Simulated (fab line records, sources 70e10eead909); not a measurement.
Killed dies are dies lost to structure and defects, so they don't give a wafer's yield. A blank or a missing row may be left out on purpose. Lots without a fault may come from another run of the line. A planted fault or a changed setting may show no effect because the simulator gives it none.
Chamber matching | flow nand_harc | NHARC_A_STAIRCASE_DESCUM_312 on rie_diel-04: 4 sister chambers
The step chemistry O2, time 3 s. 4 wafers are shown with their chamber, then 9 later ones without.

WAFERS WITH THEIR CHAMBER
wafer  | chamber | drypump_motor_current_A (A)
L090.1 | 3       | 6.0
L090.2 | 2       | 6.2
L090.5 | 1       | 6.6
L090.6 | 0       | 5.2

WAFERS WITHOUT THEIR CHAMBER
wafer  | drypump_motor_current_A (A)
L094.3 | 5.3
L094.4 | 6.6
L094.6 | 6.0
L095.1 | 6.0
L095.4 | 6.6
L095.5 | 6.2
L096.2 | 6.6
L096.3 | 6.0
L096.6 | 6.0

WHICH CHAMBER EACH WENT THROUGH
wafer  | from the rows above | in truth
L094.3 | 0                   | 0
L094.4 | 1                   | 1
L094.6 | 3                   | 3
L095.1 | 3                   | 3
L095.4 | 1                   | 1
L095.5 | 2                   | 2
L096.2 | 1                   | 1
L096.3 | 3                   | 3
L096.6 | 3                   | 3
Placed correctly: 9 of 9. Can't be placed from these rows: 0. Placed wrongly: 0.
How it was worked out, from the rows above alone: a wafer's distance from a chamber is the root of the sum, over the readings, of the square of ((its reading less the chamber's mean) divided by the reading's scatter). The wafer belongs to the nearest chamber; if the next one is less than 2 further off, it can't be placed. A chamber's mean is the mean of its shown wafers. The scatter: with one shown wafer a chamber, the root of the mean of the squares of how far each hidden wafer lies from its nearest shown one.
